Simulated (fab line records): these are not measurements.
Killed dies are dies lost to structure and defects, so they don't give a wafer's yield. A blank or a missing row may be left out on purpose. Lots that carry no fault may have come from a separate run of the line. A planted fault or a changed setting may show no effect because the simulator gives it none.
fab line records	flow nand-harc
record: lots: 24	wafers: 72	last-day: 24
route steps=1159 shown P_STI@84 P_GATE@131 P_M0@274 P_M1@302 P_M2@338 A_CHANNEL_HOLE_D1@471
lots that met no fault: from a run of the same line without faults
start-h: hours from the record's opening day to when the first of the lot's shown wafers began	wait-h: hours since the lot's step before	" same as the row above	L1.1+2: one row covering several wafers at once	- value missing, or start not given	* or withheld: withheld	< > ~ a bound
route shown NAME@n: names a module that has steps shown in the file, with the first one's number in the route	usual: average and standard deviation across the fault-free wafers	same: alike in all rows	chamber/n: place in a boat	sites: each site's reading	_std_site: standard deviation of those values	_edge_site: the outer-site mean with the inner-site mean subtracted	radius-mm: for every site, how far away it sits from the centre of the wafer	mask NAME#n: copy n	behind: the last tool/chamber to shape the wafer	hold: what put the lot on hold/how long, in hours/how the hold closed	device: names the non-switching transistor (n, p or np)	end of line: the route-end tests of the same wafers	where a step has no rows: the recipe by itself	killed: not the wafer's yield, but the dies lost to structure and defects at the first sort	map: dies across one wafer; x = killed, . = not, _ = none there
set.NAME: the setting that was run; set.NAME@STEP: the one run at that earlier step	model.NAME: the simulator's own value behind a step, which no gauge read
one table for each step of the route and one row for each wafer, over a sample of lots
services: when a tool's chamber went out of use (start-h, in hours from the record's first day, below 0 if earlier), for how many hours, and the reason
== steps ==
step: NHARC_P_STI_OVL_MEAS_10
usual: overlay-x-nm: 0/3.6	overlay-y-nm: -2/6.3
lot.wafer	tool	chamber	start-h	wait-h	overlay-x-nm	overlay-y-nm
L074.2	overlay-02	-	34.13	-	7	-4
L074.3	"	-	"	"	6	-5
L074.6	"	-	"	"	6	-5
L075.3	overlay-02	-	45.06	-	0	-10
L075.4	"	-	"	"	-1	-10
L075.5	"	-	"	"	-1	-10
L076.2	overlay-01	-	45.09	-	-6	-2
L076.5	"	-	"	"	-7	-1
L076.6	"	-	"	"	-6	-2
L077.3	overlay-02	-	54.62	-	2	1
L077.5	"	-	"	"	2	1
L077.6	"	-	"	"	2	1
L078.3	overlay-02	-	58.93	-	-2	4
L078.4	"	-	"	"	-2	4
L078.5	"	-	"	"	-2	3
L079.2	overlay-01	-	65.77	-	-3	-14
L079.3	"	-	"	"	-3	-13
L079.6	"	-	"	"	-3	-13
L080.1	overlay-02	-	71.02	-	-2	4
L080.5	"	-	"	"	-3	4
L080.6	"	-	"	"	-2	4
L081.1	overlay-02	-	77.58	-	-1	-4
L081.2	"	-	"	"	-1	-3
L081.6	"	-	"	"	0	-3
L082.2	overlay-01	-	83.04	-	-3	-3
L082.4	"	-	"	"	-3	-3
L082.6	"	-	"	"	-3	-2
L083.2	overlay-02	-	90.24	-	0	0
L083.3	"	-	"	"	0	0
L083.4	"	-	"	"	0	0
L084.1	overlay-01	-	94.98	-	1	6
L084.5	"	-	"	"	0	5
L084.6	"	-	"	"	0	6
L085.1	overlay-01	-	101.93	-	-1	-13
L085.5	"	-	"	"	-1	-13
L085.6	"	-	"	"	-1	-12
L086.2	overlay-01	-	109.02	-	8	-6
L086.3	"	-	"	"	8	-6
L086.5	"	-	"	"	7	-7
L087.2	overlay-01	-	115.23	-	-2	11
L087.3	"	-	"	"	-2	11
L087.5	"	-	"	"	-2	11
L089.2	overlay-01	-	123.36	-	-3	12
L089.3	"	-	"	"	-3	11
L089.5	"	-	"	"	-3	12
L088.2	overlay-01	-	123.52	-	-2	-6
L088.4	"	-	"	"	-2	-6
L088.5	"	-	"	"	-1	-6
L090.1	overlay-02	-	133.39	-	-3	-9
L090.3	"	-	"	"	-2	-8
L090.5	"	-	"	"	-2	-9
L091.1	overlay-02	-	137.04	-	0	1
L091.5	"	-	"	"	0	0
L091.6	"	-	"	"	0	0
L092.1	overlay-02	-	145.24	-	0	-4
L092.4	"	-	"	"	0	-5
L092.6	"	-	"	"	1	-4
L093.2	overlay-01	-	150.66	-	-4	3
L093.3	"	-	"	"	-5	2
L093.6	"	-	"	"	-5	2
L094.1	overlay-01	-	155.39	-	3	-2
L094.3	"	-	"	"	3	-2
L094.5	"	-	"	"	2	-2
L095.3	overlay-01	-	164.55	-	-6	-5
L095.5	"	-	"	"	-5	-5
L095.6	"	-	"	"	-5	-5
L096.1	overlay-01	-	167.07	-	6	2
L096.2	"	-	"	"	6	1
L096.3	"	-	"	"	6	1
L097.2	overlay-01	-	176.25	-	5	-2
L097.3	"	-	"	"	5	-2
L097.5	"	-	"	"	5	-1
step: NHARC_P_GATE_HM_DEP_102
recipe: target-thk-a: 1200	temp-c: 400	material: aC
usual: throttle-valve-pct: 34.999/0.0093
lot.wafer	tool	chamber	start-h	wait-h	throttle-valve-pct
L074.2	acl-dep-02	0	84.60	1.3	34.997
L074.3	"	0	"	"	35.009
L074.6	"	0	"	"	34.991
L076.2	acl-dep-02	0	103.23	2.3	34.999
L076.5	"	0	"	"	35.000
L076.6	"	0	"	"	34.981
L075.3	acl-dep-03	0	103.57	2.6	34.998
L075.4	"	0	"	"	35.006
L075.5	"	0	"	"	34.996
L077.3	acl-dep-02	0	112.29	1.3	35.000
L077.5	"	0	"	"	35.000
L077.6	"	0	"	"	35.017
L078.3	acl-dep-02	0	112.93	1.9	34.999
L078.4	"	0	"	"	34.996
L078.5	"	0	"	"	35.004
L080.1	acl-dep-03	0	119.99	1.2	34.997
L080.5	"	0	"	"	34.995
L080.6	"	0	"	"	35.008
L079.2	acl-dep-03	0	120.72	1.9	35.002
L079.3	"	0	"	"	35.003
L079.6	"	0	"	"	35.001
L081.1	acl-dep-02	0	129.25	0.4	34.998
L081.2	"	0	"	"	34.997
L081.6	"	0	"	"	34.995
L083.2	acl-dep-01	0	140.78	1.7	34.999
L083.3	"	0	"	"	34.984
L083.4	"	0	"	"	34.992
L082.2	acl-dep-03	0	140.84	1.8	35.003
L082.4	"	0	"	"	35.002
L082.6	"	0	"	"	34.997
L084.1	acl-dep-01	0	153.60	2.0	35.008
L084.5	"	0	"	"	35.007
L084.6	"	0	"	"	35.000
L085.1	acl-dep-02	0	166.20	0.4	34.991
L085.5	"	0	"	"	35.009
L085.6	"	0	"	"	35.006
L087.2	acl-dep-01	0	166.30	0.5	34.992
L087.3	"	0	"	"	35.001
L087.5	"	0	"	"	34.995
L086.2	acl-dep-03	0	166.31	0.5	34.995
L086.3	"	0	"	"	34.999
L086.5	"	0	"	"	35.005
L089.2	acl-dep-01	0	175.24	3.5	35.001
L089.3	"	0	"	"	35.006
L089.5	"	0	"	"	34.988
L088.2	acl-dep-03	0	175.63	3.9	34.992
L088.4	"	0	"	"	35.010
L088.5	"	0	"	"	34.996
L090.1	acl-dep-03	0	183.75	0.4	35.011
L090.3	"	0	"	"	35.000
L090.5	"	0	"	"	35.002
L091.1	acl-dep-02	0	184.31	0.9	35.010
L091.5	"	0	"	"	34.995
L091.6	"	0	"	"	34.977
L092.1	acl-dep-03	0	197.20	0.5	34.986
L092.4	"	0	"	"	34.989
L092.6	"	0	"	"	34.999
L093.2	acl-dep-02	0	197.44	0.8	35.004
L093.3	"	0	"	"	34.987
L093.6	"	0	"	"	34.993
L094.1	acl-dep-03	0	204.64	0.4	35.017
L094.3	"	0	"	"	34.984
L094.5	"	0	"	"	34.998
L096.1	acl-dep-01	0	215.22	0.4	35.006
L096.2	"	0	"	"	34.990
L096.3	"	0	"	"	34.981
L095.3	acl-dep-03	0	215.43	0.6	35.009
L095.5	"	0	"	"	34.989
L095.6	"	0	"	"	34.994
L097.2	acl-dep-01	0	231.46	0.5	35.011
L097.3	"	0	"	"	35.011
L097.5	"	0	"	"	34.999
step: NHARC_P_M0_PVD_20
recipe: target-thk-a: 50	bias-v: 168.6	power-w: 15000	chamber-pressure-pa: 0.12	time-s: 8.06	substrate-temp-c: 50	material: TaN
usual: throttle-valve-pct: 29.8/0.84
same: time-s: 8.06
lot.wafer	tool	chamber	start-h	wait-h	throttle-valve-pct
L074.3	pvd-sputter-03	-	-	-	30.1
L074.2	"	-	"	"	29.3
L074.6	"	-	"	"	30.4
L076.2	pvd-sputter-03	-	-	-	29.1
L076.6	"	-	"	"	30.4
L076.5	"	-	"	"	30.2
L075.4	pvd-sputter-01	-	-	-	30.9
L075.3	"	-	"	"	29.6
L075.5	"	-	"	"	29.4
L078.4	pvd-sputter-01	-	-	-	29.3
L078.3	"	-	"	"	29.6
L078.5	"	-	"	"	29.7
L077.3	pvd-sputter-03	-	-	-	29.9
L077.6	"	-	"	"	29.4
L077.5	"	-	"	"	29.0
L080.1	pvd-sputter-02	-	-	-	30.2
L080.6	"	-	"	"	31.3
L080.5	"	-	"	"	29.1
L079.3	pvd-sputter-02	-	-	-	29.1
L079.2	"	-	"	"	31.5
L079.6	"	-	"	"	31.3
L081.1	pvd-sputter-01	-	-	-	29.4
L081.2	"	-	"	"	28.5
L081.6	"	-	"	"	31.3
L083.3	pvd-sputter-03	-	-	-	30.0
L083.4	"	-	"	"	30.2
L083.2	"	-	"	"	29.4
L082.4	pvd-sputter-01	-	-	-	29.0
L082.2	"	-	"	"	30.1
L082.6	"	-	"	"	30.9
L084.1	pvd-sputter-02	-	-	-	31.2
L084.6	"	-	"	"	31.4
L084.5	"	-	"	"	31.4
L087.2	pvd-sputter-03	-	-	-	29.0
L087.3	"	-	"	"	29.5
L087.5	"	-	"	"	30.5
L085.1	pvd-sputter-01	-	-	-	28.3
L085.6	"	-	"	"	28.0
L085.5	"	-	"	"	30.5
L086.2	pvd-sputter-01	-	-	-	28.5
L086.3	"	-	"	"	30.3
L086.5	"	-	"	"	28.1
L089.3	pvd-sputter-03	-	-	-	30.5
L089.2	"	-	"	"	29.3
L089.5	"	-	"	"	30.0
L088.2	pvd-sputter-01	-	-	-	30.2
L088.4	"	-	"	"	29.4
L088.5	"	-	"	"	30.3
L091.1	pvd-sputter-03	-	-	-	30.4
L091.6	"	-	"	"	29.1
L091.5	"	-	"	"	30.3
L090.1	pvd-sputter-03	-	-	-	30.3
L090.3	"	-	"	"	29.1
L090.5	"	-	"	"	30.5
L093.2	pvd-sputter-03	-	-	-	29.5
L093.3	"	-	"	"	30.4
L093.6	"	-	"	"	28.9
L092.4	pvd-sputter-03	-	-	-	30.2
L092.1	"	-	"	"	29.3
L092.6	"	-	"	"	30.3
L094.1	pvd-sputter-03	-	-	-	28.8
L094.3	"	-	"	"	30.0
L094.5	"	-	"	"	29.1
L095.3	pvd-sputter-02	-	-	-	30.6
L095.5	"	-	"	"	28.7
L095.6	"	-	"	"	30.3
L096.1	pvd-sputter-01	-	-	-	31.1
L096.2	"	-	"	"	29.5
L096.3	"	-	"	"	28.4
L097.2	pvd-sputter-02	-	-	-	30.6
L097.3	"	-	"	"	30.7
L097.5	"	-	"	"	30.2
step: NHARC_P_M1_STRIP_18
recipe: power-w: 1000	n2-flow-sccm: 150	h2-flow-sccm: 150	ar-flow-sccm: 0	bias-w: 0	chemistry: N2/H2
usual: drypump-motor-current-A: 5.9/0.47	oes-product-au: 1.001/0.0081	rf-vpp-V: 90.9/0.86	showerhead-plenum-p-Torr: 2.10/0.067	throttle-valve-pct: 14.171/0.0096
same: bias-w: 0
lot.wafer	tool	chamber	start-h	wait-h	drypump-motor-current-A	oes-product-au	rf-hours-counter-h	rf-vpp-V	showerhead-plenum-p-Torr	throttle-valve-pct
L074.3	rie-diel-08	0	123.54	0.1	6.4	0.999	4	91.5	2.19	14.157
L074.2	"	2	"	"	6.3	0.992	5	91.8	2.21	14.153
L074.6	"	0	"	"	6.4	1.001	-	89.9	2.19	14.169
L076.2	rie-diel-09	2	135.95	0.1	5.4	0.994	3	89.5	1.96	14.170
L076.6	"	1	"	"	5.7	1.000	-	91.3	1.98	14.161
L076.5	"	2	"	"	5.4	0.996	-	89.8	1.96	14.177
L075.4	rie-diel-05	3	136.30	0.1	5.4	0.987	9	91.1	2.08	14.160
L075.3	"	1	"	"	6.2	0.999	10	91.5	2.06	14.178
L075.5	"	3	"	"	5.4	0.999	-	91.8	2.08	14.170
L078.3	rie-diel-05	2	144.43	0.1	5.6	1.007	11	91.3	2.14	14.167
L078.4	"	2	"	"	5.6	1.000	-	91.7	2.14	14.183
L078.5	"	0	"	"	6.2	1.001	-	89.4	2.06	14.182
L077.3	rie-diel-05	0	148.95	0.1	6.1	0.999	9	91.4	2.06	14.158
L077.6	"	0	"	"	6.0	0.996	-	89.4	2.06	14.150
L077.5	"	1	"	"	6.2	0.999	-	90.3	2.06	14.161
L080.1	rie-diel-08	0	149.98	0.1	6.4	1.001	1	91.3	2.19	14.180
L080.6	"	3	"	"	5.9	1.009	-	92.0	2.08	14.167
L080.5	"	0	"	"	6.4	1.010	-	90.6	2.19	14.171
L079.2	rie-diel-08	1	150.75	0.1	6.5	1.000	1	91.1	2.14	14.174
L079.3	"	2	"	"	6.3	0.996	1	91.5	2.21	14.181
L079.6	"	3	"	"	5.9	1.001	-	89.6	2.08	14.170
L081.1	rie-diel-08	2	161.06	0.1	6.2	0.992	1	90.5	2.21	14.185
L081.2	"	3	"	"	5.9	1.006	1	91.3	2.08	14.171
L081.6	"	2	"	"	6.3	1.002	-	91.6	2.21	14.164
L083.3	rie-diel-08	0	171.28	0.1	6.4	0.991	1	90.7	2.19	14.168
L083.2	"	1	"	"	6.5	0.987	1	92.2	2.14	14.191
L083.4	"	2	"	"	6.3	0.987	1	92.1	2.21	14.171
L082.2	rie-diel-08	1	176.37	0.1	6.5	0.998	1	91.5	2.14	14.174
L082.4	"	0	"	"	6.4	1.004	1	90.7	2.19	14.168
L082.6	"	2	"	"	6.3	0.995	-	91.3	2.21	14.161
L084.1	rie-diel-08	3	185.34	0.1	5.9	0.989	2	90.9	2.08	14.170
L084.5	"	2	"	"	6.3	0.980	-	92.0	2.21	14.167
L084.6	"	3	"	"	5.9	0.989	-	91.6	2.08	14.174
L087.3	rie-diel-09	2	198.80	0.1	5.4	1.003	7	90.2	1.96	14.170
L087.2	"	1	"	"	5.8	1.014	7	89.6	1.97	14.171
L087.5	"	3	"	"	4.7	1.009	-	91.0	2.08	14.170
L085.1	rie-diel-08	0	199.00	0.1	6.4	1.002	2	91.1	2.19	14.163
L085.5	"	2	"	"	6.3	0.997	-	92.2	2.21	14.170
L085.6	"	3	"	"	5.9	0.985	-	91.3	2.08	14.166
L086.2	rie-diel-05	2	199.40	0.1	5.6	1.004	2	90.2	2.14	14.172
L086.3	"	3	"	"	5.4	1.004	0	89.9	2.08	14.179
L086.5	"	2	"	"	5.6	1.010	-	92.7	2.14	14.167
L089.2	rie-diel-05	3	214.51	0.1	5.4	1.000	2	90.2	2.08	14.159
L089.3	"	0	"	"	6.1	1.002	3	89.0	2.06	14.163
L089.5	"	0	"	"	6.0	1.013	-	90.9	2.06	14.165
L088.2	rie-diel-08	3	215.09	0.1	5.9	0.996	2	90.6	2.08	14.166
L088.4	"	2	"	"	6.2	0.994	-	92.3	2.21	14.157
L088.5	"	3	"	"	5.9	0.992	-	90.9	2.08	14.173
L091.1	rie-diel-09	2	220.69	0.1	5.4	0.995	8	89.9	1.96	14.178
L091.5	"	3	"	"	4.7	0.997	-	90.7	2.08	14.173
L091.6	"	0	"	"	5.1	1.013	-	90.0	2.18	14.186
L090.3	rie-diel-09	3	221.47	0.1	4.7	1.000	10	91.5	2.08	14.179
L090.1	"	0	"	"	5.1	1.008	9	91.6	2.18	14.184
L090.5	"	2	"	"	5.4	0.989	-	91.1	1.96	14.178
L093.2	rie-diel-05	1	227.67	0.1	6.2	1.002	3	89.7	2.05	14.165
L093.3	"	3	"	"	5.4	1.004	2	91.0	2.08	14.166
L093.6	"	2	"	"	5.6	1.003	-	91.6	2.14	14.170
L092.1	rie-diel-05	1	228.30	0.1	6.2	1.009	3	91.0	2.06	14.172
L092.4	"	3	"	"	5.4	1.010	2	90.5	2.08	14.152
L092.6	"	0	"	"	6.1	1.006	-	90.4	2.06	14.174
L094.1	rie-diel-05	1	239.76	0.1	6.2	1.007	3	89.3	2.05	14.177
L094.3	"	2	"	"	5.6	1.006	3	91.7	2.14	14.160
L094.5	"	3	"	"	5.4	1.000	-	90.6	2.08	14.180
L095.3	rie-diel-05	2	245.43	0.1	5.6	1.003	3	92.5	2.14	14.176
L095.6	"	1	"	"	6.2	1.006	-	90.9	2.05	14.164
L095.5	"	2	"	"	5.6	1.009	-	90.6	2.14	14.156
L096.1	rie-diel-05	1	246.41	0.1	6.2	1.013	4	90.9	2.05	14.170
L096.2	"	2	"	"	5.6	1.011	3	90.7	2.14	14.156
L096.3	"	3	"	"	5.4	1.006	2	91.2	2.08	14.170
L097.3	rie-diel-05	1	262.91	0.1	6.2	1.004	5	92.5	2.05	14.188
L097.2	"	2	"	"	5.6	1.004	5	91.8	2.14	14.161
L097.5	"	0	"	"	6.1	1.013	-	89.1	2.06	14.165
step: NHARC_P_M2_DEGAS_29
recipe: temp-c: 250	time-s: 60
usual: heater-power-w: 336/34
same: time-s: 60
lot.wafer	tool	chamber	start-h	wait-h	heater-power-w
L074.3	pvd-sputter-03	-	128.74	-	318
L074.2	"	-	"	"	311
L074.6	"	-	"	"	410
L076.2	pvd-sputter-03	-	140.93	-	367
L076.6	"	-	"	"	312
L076.5	"	-	"	"	405
L075.3	pvd-sputter-01	-	141.37	-	305
L075.4	"	-	"	"	298
L075.5	"	-	"	"	306
L078.4	pvd-sputter-01	-	149.21	-	372
L078.3	"	-	"	"	294
L078.5	"	-	"	"	306
L077.3	pvd-sputter-02	-	153.84	-	333
L077.5	"	-	"	"	321
L077.6	"	-	"	"	311
L080.1	pvd-sputter-02	-	154.80	-	323
L080.5	"	-	"	"	329
L080.6	"	-	"	"	322
L079.3	pvd-sputter-03	-	155.52	-	306
L079.2	"	-	"	"	368
L079.6	"	-	"	"	323
L081.1	pvd-sputter-03	-	165.88	-	404
L081.2	"	-	"	"	313
L081.6	"	-	"	"	371
L083.3	pvd-sputter-03	-	176.10	-	415
L083.2	"	-	"	"	357
L083.4	"	-	"	"	303
L082.2	pvd-sputter-01	-	181.06	-	319
L082.4	"	-	"	"	379
L082.6	"	-	"	"	319
L084.1	pvd-sputter-02	-	190.44	-	322
L084.5	"	-	"	"	332
L084.6	"	-	"	"	326
L087.2	pvd-sputter-01	-	203.72	-	310
L087.3	"	-	"	"	305
L087.5	"	-	"	"	314
L085.1	pvd-sputter-02	-	204.26	-	326
L085.6	"	-	"	"	315
L085.5	"	-	"	"	318
L086.2	pvd-sputter-02	-	204.83	-	324
L086.3	"	-	"	"	328
L086.5	"	-	"	"	316
L089.2	pvd-sputter-03	-	219.75	-	355
L089.3	"	-	"	"	319
L089.5	"	-	"	"	316
L088.2	pvd-sputter-01	-	220.15	-	306
L088.4	"	-	"	"	311
L088.5	"	-	"	"	301
L091.1	pvd-sputter-02	-	225.57	-	323
L091.5	"	-	"	"	300
L091.6	"	-	"	"	315
L090.3	pvd-sputter-03	-	226.34	-	412
L090.1	"	-	"	"	316
L090.5	"	-	"	"	412
L093.2	pvd-sputter-01	-	232.67	-	303
L093.3	"	-	"	"	383
L093.6	"	-	"	"	312
L092.1	pvd-sputter-02	-	233.14	-	325
L092.4	"	-	"	"	315
L092.6	"	-	"	"	312
L094.3	pvd-sputter-02	-	244.98	-	325
L094.1	"	-	"	"	313
L094.5	"	-	"	"	326
L095.3	pvd-sputter-03	-	250.25	-	363
L095.6	"	-	"	"	408
L095.5	"	-	"	"	368
L096.3	pvd-sputter-03	-	251.23	-	319
L096.1	"	-	"	"	409
L096.2	"	-	"	"	308
L097.2	pvd-sputter-03	-	267.70	-	357
L097.3	"	-	"	"	408
L097.5	"	-	"	"	360
step: NHARC_A_CHANNEL_HOLE_D1_ETCH_19
recipe: bias-v: 1200	source-w: 2500	pressure-mtorr: 15	time-s: 34.5	ar-flow-sccm: 375	c4f8-flow-sccm: 28.8	o2-flow-sccm: 96.2	temp-c: -20	target-depth-a: *	chemistry: C4F8/O2/Ar
usual: c4f8-flow-sccm: 28.79/0.09	drypump-motor-current-A: 5.7/0.38	esc-clamp-current-uA: 0.0209/0.00042	showerhead-plenum-p-Torr: 3.66/0.11	temp-c: -20.00/0.098	throttle-valve-pct: 37.037/0.0081
same: time-s: 34.5
lot.wafer	tool	chamber	start-h	wait-h	c4f8-flow-sccm	drypump-motor-current-A	esc-clamp-current-uA	rf-hours-counter-h	showerhead-plenum-p-Torr	temp-c	throttle-valve-pct
L074.2	har-etch-02	1	183.64	0.1	28.89	6.2	0.0215	97	3.60	-20.00	37.034
L074.3	"	0	"	"	28.74	5.9	0.0204	-	3.60	-20.02	37.043
L074.6	"	1	"	"	28.79	6.2	0.0215	-	3.60	-19.92	37.043
L075.4	har-etch-01	1	189.94	0.1	28.75	5.2	0.0208	-	3.65	-19.94	37.046
L075.3	"	0	"	"	28.66	5.6	0.0206	-	3.87	-20.16	37.037
L075.5	"	1	"	"	28.71	5.2	0.0208	-	3.65	-19.97	37.041
L076.2	har-etch-02	1	190.53	0.1	28.64	6.2	0.0215	103	3.60	-20.18	37.043
L076.5	"	1	"	"	28.66	6.2	0.0215	-	3.60	-19.97	37.035
L076.6	"	0	"	"	28.84	5.8	0.0204	-	3.60	-20.02	37.043
L080.1	har-etch-01	1	199.34	0.1	28.81	5.2	0.0208	199	3.65	-20.06	37.047
L080.6	"	0	"	"	28.86	5.6	0.0207	-	3.87	-20.04	37.031
L080.5	"	1	"	"	28.81	5.2	0.0208	-	3.65	-20.07	37.051
L077.3	har-etch-02	1	199.87	0.1	28.69	6.2	0.0215	-	3.59	-19.88	37.043
L077.5	"	0	"	"	28.90	5.9	0.0204	-	3.60	-19.90	37.046
L077.6	"	1	"	"	28.78	6.2	0.0215	-	3.60	-20.07	37.035
L078.4	har-etch-01	1	203.54	3.3	28.89	5.2	0.0208	-	3.65	-20.03	37.028
L078.3	"	0	"	"	28.66	5.6	0.0205	-	3.87	-20.11	37.029
L078.5	"	1	"	"	28.78	5.2	0.0208	-	3.65	-20.26	37.041
L079.2	har-etch-02	1	203.97	0.3	28.79	6.2	0.0214	110	3.59	-19.94	37.023
L079.3	"	1	"	"	28.73	6.2	0.0216	-	3.59	-19.98	37.048
L079.6	"	0	"	"	28.86	5.9	0.0205	-	3.60	-19.88	37.048
L081.1	har-etch-01	0	214.24	0.1	28.82	5.7	0.0206	209	3.86	-19.92	37.032
L081.2	"	1	"	"	28.94	5.2	0.0208	209	3.64	-20.04	37.032
L081.6	"	1	"	"	28.86	5.2	0.0208	-	3.64	-19.89	37.028
L083.2	har-etch-02	0	223.80	0.1	28.70	5.8	0.0205	117	3.59	-19.91	37.042
L083.3	"	0	"	"	28.80	5.9	0.0204	-	3.59	-20.03	37.029
L083.4	"	1	"	"	28.81	6.2	0.0215	-	3.59	-20.01	37.045
L082.2	har-etch-01	1	228.52	0.1	28.88	5.2	0.0208	216	3.64	-20.09	37.053
L082.4	"	0	"	"	28.72	5.6	0.0207	-	3.86	-19.90	37.022
L082.6	"	0	"	"	28.72	5.6	0.0206	-	3.86	-19.87	37.029
L084.1	har-etch-02	0	243.45	0.1	28.74	5.9	0.0205	123	3.59	-19.81	37.028
L084.5	"	1	"	"	28.87	6.2	0.0216	-	3.59	-20.06	37.052
L084.6	"	0	"	"	28.75	5.8	0.0205	-	3.59	-19.98	37.011
L087.2	har-etch-01	1	251.67	0.1	28.71	5.2	0.0208	224	3.63	-20.10	37.031
L087.3	"	1	"	"	28.78	5.2	0.0207	-	3.63	-20.03	37.032
L087.5	"	0	"	"	28.95	5.7	0.0206	-	3.85	-20.18	37.025
L086.2	har-etch-02	0	252.54	0.1	28.85	5.9	0.0205	128	3.59	-20.04	37.044
L086.3	"	1	"	"	28.71	6.2	0.0215	-	3.58	-19.95	37.040
L086.5	"	1	"	"	28.63	6.2	0.0215	-	3.58	-19.96	37.038
L085.1	har-etch-01	1	255.85	2.8	28.66	5.2	0.0209	228	3.63	-19.83	37.030
L085.6	"	1	"	"	28.69	5.2	0.0209	-	3.63	-20.08	37.046
L085.5	"	0	"	"	28.68	5.7	0.0206	-	3.85	-19.83	37.019
L089.2	har-etch-01	1	269.02	0.1	28.73	5.2	0.0208	233	3.63	-20.07	37.036
L089.3	"	0	"	"	28.74	5.7	0.0207	-	3.85	-19.92	37.032
L089.5	"	0	"	"	28.72	5.6	0.0206	-	3.85	-19.76	37.037
L088.2	har-etch-02	1	269.60	0.1	28.89	6.2	0.0215	135	3.58	-19.94	37.026
L088.4	"	1	"	"	28.87	6.2	0.0215	-	3.58	-20.05	37.036
L088.5	"	1	"	"	28.83	6.2	0.0216	-	3.58	-19.85	37.043
L091.1	har-etch-01	0	273.17	1.0	28.80	5.6	0.0207	237	3.85	-20.08	37.034
L091.5	"	1	"	"	28.77	5.1	0.0209	-	3.63	-20.07	37.038
L091.6	"	0	"	"	28.72	5.6	0.0206	-	3.85	-20.26	37.036
L090.1	har-etch-02	1	273.73	1.1	28.80	6.2	0.0215	139	3.58	-19.82	37.034
L090.3	"	1	"	"	28.90	6.2	0.0216	-	3.58	-19.88	37.043
L090.5	"	1	"	"	28.87	6.2	0.0216	-	3.58	-19.92	37.039
L093.2	har-etch-01	0	280.26	0.1	28.81	5.6	0.0206	241	3.84	-20.13	37.041
L093.3	"	1	"	"	28.74	5.2	0.0208	-	3.62	-19.92	37.042
L093.6	"	1	"	"	28.78	5.2	0.0208	-	3.62	-20.04	37.030
L092.1	har-etch-02	1	281.67	0.1	28.84	6.2	0.0215	143	3.57	-20.00	37.033
L092.4	"	0	"	"	28.96	5.8	0.0205	-	3.58	-20.02	37.045
L092.6	"	1	"	"	28.87	6.2	0.0216	-	3.57	-20.09	37.050
L094.1	har-etch-02	0	293.23	0.1	28.97	5.8	0.0205	148	3.57	-19.99	37.035
L094.3	"	1	"	"	28.66	6.2	0.0215	-	3.57	-19.98	37.040
L094.5	"	0	"	"	28.99	5.8	0.0206	-	3.57	-20.00	37.032
L096.1	har-etch-01	1	297.56	0.1	28.76	5.2	0.0208	248	3.62	-19.95	37.035
L096.2	"	0	"	"	28.78	5.6	0.0206	248	3.84	-19.93	37.040
L096.3	"	0	"	"	28.74	5.6	0.0206	-	3.84	-19.90	37.038
L095.3	har-etch-02	1	298.49	0.1	28.62	6.2	0.0216	-	3.57	-20.23	37.034
L095.5	"	1	"	"	28.71	6.2	0.0215	-	3.57	-20.06	37.035
L095.6	"	0	"	"	28.76	5.9	0.0205	-	3.57	-20.03	37.039
L097.2	har-etch-02	1	319.36	2.3	28.60	6.2	0.0215	163	3.56	-19.99	37.050
L097.3	"	0	"	"	28.94	5.9	0.0205	-	3.57	-19.82	37.034
L097.5	"	1	"	"	28.71	6.2	0.0216	-	3.56	-20.05	37.032
== services ==
tool	chamber	start-h	hours	kind
rie-diel-05	2	62.36	1.6	repair
acl-dep-03	-	76.92	2.2	repair
rie-diel-09	-	77.22	9.0	pm
rie-diel-05	3	80.74	2.6	repair
pvd-sputter-03	-	102.00	10.0	pm
rie-diel-05	0	102.41	4.5	repair
rie-diel-09	3	105.37	8.2	repair
acl-dep-01	-	112.76	13.0	pm
rie-diel-08	-	124.80	9.0	pm
pvd-sputter-02	-	129.72	3.8	repair
rie-diel-05	3	137.69	7.5	repair
pvd-sputter-01	-	158.00	10.0	pm
rie-diel-05	-	163.66	9.0	pm
acl-dep-02	-	167.65	13.0	pm
rie-diel-05	3	176.30	15.1	repair
rie-diel-08	1	202.52	26.2	repair
pvd-sputter-03	-	202.88	5.0	repair
pvd-sputter-02	-	214.04	10.0	pm
acl-dep-03	-	223.87	13.0	pm
rie-diel-05	2	255.55	2.5	repair
pvd-sputter-03	-	280.00	10.0	pm
acl-dep-01	-	293.83	13.0	pm
rie-diel-08	-	301.80	9.0	pm
har-etch-01	-	305.08	17.0	pm
== key ==
fault none
